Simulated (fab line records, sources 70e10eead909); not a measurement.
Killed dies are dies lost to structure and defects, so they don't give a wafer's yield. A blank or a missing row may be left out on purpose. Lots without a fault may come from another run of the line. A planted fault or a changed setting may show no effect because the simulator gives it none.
Which tool did it? | flow nand_harc | 24 lots, 72 wafers sampled, at 2 steps of a route of 1302

WHAT THE GAUGES READ, wafer by wafer
NHARC_A_CHANNEL_HOLE_D2_CD_MEAS_31. Usual: cd_nm 90.0 nm, standard deviation 1.2.
lot  | measured     | on        | cd_nm (nm)     | flag
L075 | day 14 01:50 | cd_sem-01 | 88.9 91.9 90.3 |
L074 | day 14 13:32 | cd_sem-03 | 89.7 89.9 91.7 |
L077 | day 14 14:01 | cd_sem-01 | 89.6 91.2 90.5 |
L076 | day 14 18:09 | cd_sem-02 | 91.4 90.7 91.8 |
L078 | day 15 05:25 | cd_sem-02 | 89.1 90.5 92.6 |
L079 | day 15 06:17 | cd_sem-03 | 89.9 90.0 90.5 |
L080 | day 15 22:00 | cd_sem-02 | 90.8 90.8 90.4 |
L081 | day 16 15:52 | cd_sem-02 | 92.3 89.5 87.9 |
L083 | day 17 04:42 | cd_sem-01 | 88.3 90.0 88.8 |
L082 | day 17 08:51 | cd_sem-02 | 89.4 90.0 89.2 |
L085 | day 18 00:33 | cd_sem-02 | 90.0 89.0 90.3 |
L086 | day 18 03:01 | cd_sem-02 | 88.4 90.0 91.0 |
L084 | day 18 04:41 | cd_sem-01 | 90.2 89.5 88.5 |
L088 | day 19 17:11 | cd_sem-01 | 89.6 89.7 90.0 |
L087 | day 19 18:20 | cd_sem-03 | 88.9 87.6 90.5 |
L090 | day 20 00:55 | cd_sem-03 | 90.9 88.8 89.4 |
L089 | day 20 01:47 | cd_sem-02 | 91.5 90.4 91.0 |
L091 | day 21 02:53 | cd_sem-02 | 91.7 90.1 91.6 |
L093 | day 21 06:09 | cd_sem-02 | 88.6 91.2 89.6 |
L092 | day 21 07:04 | cd_sem-02 | 90.3 88.0 89.6 |
L094 | day 21 19:11 | cd_sem-03 | 90.3 88.2 91.8 |
L095 | day 22 06:37 | cd_sem-03 | 90.7 92.2 90.6 |
L097 | day 22 23:24 | cd_sem-01 | 91.8 90.7 89.0 |
L096 | day 23 03:07 | cd_sem-02 | 88.3 89.6 89.1 |

WHICH TOOL RAN EACH LOT (tool, then ch and the chambers of the sampled wafers, then the start)
lot  | NHARC_A_CHANNEL_HOLE_D2_ETCH_25
L075 | har_etch-02 ch 0,1, day 13 23:12
L074 | har_etch-01 ch 0,1, day 14 11:20
L077 | har_etch-02 ch 0,1, day 14 11:31
L076 | har_etch-02 ch 0, day 14 15:41
L078 | har_etch-01 ch 0,1, day 15 02:56
L079 | har_etch-02 ch 1, day 15 03:49
L080 | har_etch-01 ch 0,1, day 15 19:49
L081 | har_etch-01 ch 0,1, day 16 13:31
L083 | har_etch-01 ch 0,1, day 17 02:13
L082 | har_etch-01 ch 0,1, day 17 06:13
L085 | har_etch-02 ch 0,1, day 17 22:13
L086 | har_etch-01 ch 0,1, day 18 00:24
L084 | har_etch-02 ch 0,1, day 18 02:04
L088 | har_etch-02 ch 0,1, day 19 14:34
L087 | har_etch-01 ch 0,1, day 19 15:41
L090 | har_etch-02 ch 0,1, day 19 22:19
L089 | har_etch-01 ch 0,1, day 19 23:00
L091 | har_etch-02 ch 0,1, day 21 00:33
L093 | har_etch-01 ch 0,1, day 21 03:32
L092 | har_etch-02 ch 0,1, day 21 04:26
L094 | har_etch-02 ch 0,1, day 21 16:52
L095 | har_etch-01 ch 0,1, day 22 04:16
L097 | har_etch-01 ch 0,1, day 22 20:29
L096 | har_etch-01 ch 0,1, day 23 00:47
- NHARC_A_CHANNEL_HOLE_D2_ETCH_25: etches the open film in C4F8/O2/Ar, time 1040.2 s, target depth 1500 nm.

WHAT THE TOOLS THEMSELVES READ (means of the sampled wafers that have a number; where no wafer has one, the mark that the record gives instead)
NHARC_A_CHANNEL_HOLE_D2_ETCH_25. Usual: drypump_motor_current_A 5.5 A, standard deviation 0.6; o2_flow_sccm 31.22 sccm, standard deviation 0.096; showerhead_plenum_p_Torr 3.62 Torr, standard deviation 0.078; throttle_valve_pct 32.236 %, standard deviation 0.01.
lot  | tool        | drypump_motor_current_A (A) | o2_flow_sccm (sccm) | showerhead_plenum_p_Torr (Torr) | throttle_valve_pct (%) | flag
L075 | har_etch-02 | 5.9                         | 31.23               | 3.73                            | 32.233                 |
L074 | har_etch-01 | 5.6                         | 31.15               | 3.59                            | 32.242                 |
L077 | har_etch-02 | 5.4                         | 31.10               | 3.72                            | 32.239                 |
L076 | har_etch-02 | 6.4                         | 31.18               | 3.73                            | 32.227                 |
L078 | har_etch-01 | 5.6                         | 31.16               | 3.58                            | 32.244                 |
L079 | har_etch-02 | 4.9                         | 31.30               | 3.72                            | 32.241                 |
L080 | har_etch-01 | 5.3                         | 31.25               | 3.57                            | 32.230                 |
L081 | har_etch-01 | 5.3                         | 31.30               | 3.57                            | 32.232                 |
L083 | har_etch-01 | 5.6                         | 31.19               | 3.56                            | 32.239                 |
L082 | har_etch-01 | 5.2                         | 31.16               | 3.56                            | 32.235                 |
L085 | har_etch-02 | 5.4                         | 31.21               | 3.70                            | 32.240                 |
L086 | har_etch-01 | 5.3                         | 31.38               | 3.55                            | 32.235                 |
L084 | har_etch-02 | 5.4                         | 31.16               | 3.70                            | 32.236                 |
L088 | har_etch-02 | 5.9                         | 31.24               | 3.69                            | 32.242                 |
L087 | har_etch-01 | 5.6                         | 31.26               | 3.54                            | 32.237                 |
L090 | har_etch-02 | 5.4                         | 31.16               | 3.69                            | 32.243                 |
L089 | har_etch-01 | 5.3                         | 31.28               | 3.54                            | 32.235                 |
L091 | har_etch-02 | 5.8                         | 31.26               | 3.68                            | 32.224                 |
L093 | har_etch-01 | 5.3                         | 31.13               | 3.53                            | 32.234                 |
L092 | har_etch-02 | 5.4                         | 31.07               | 3.68                            | 32.230                 |
L094 | har_etch-02 | 5.9                         | 31.24               | 3.67                            | 32.231                 |
L095 | har_etch-01 | 5.6                         | 31.17               | 3.53                            | 32.225                 |
L097 | har_etch-01 | 5.6                         | 31.24               | 3.52                            | 32.241                 |
L096 | har_etch-01 | 5.6                         | 31.21               | 3.52                            | 32.233                 |

THE ANSWER, worked out from the rows above alone
Rule: a lot is off if the mean of its wafers that have a number lies more than 3 standard deviations from the usual mean. A lot without any number at a reading at which 4 lots or more have one is off too. The other lots that the step has rows for count as sound. The gauges are gone through in route order, then the tools' own readings, and for those a lot's mean is taken as printed above. The first step at which some lot is off is used, and at that step the reading that is off furthest; a lot without a number counts as furthest.
No lot is off at any reading shown: from this, nothing can be told.

WHAT THE SIMULATOR HAD PUT IN
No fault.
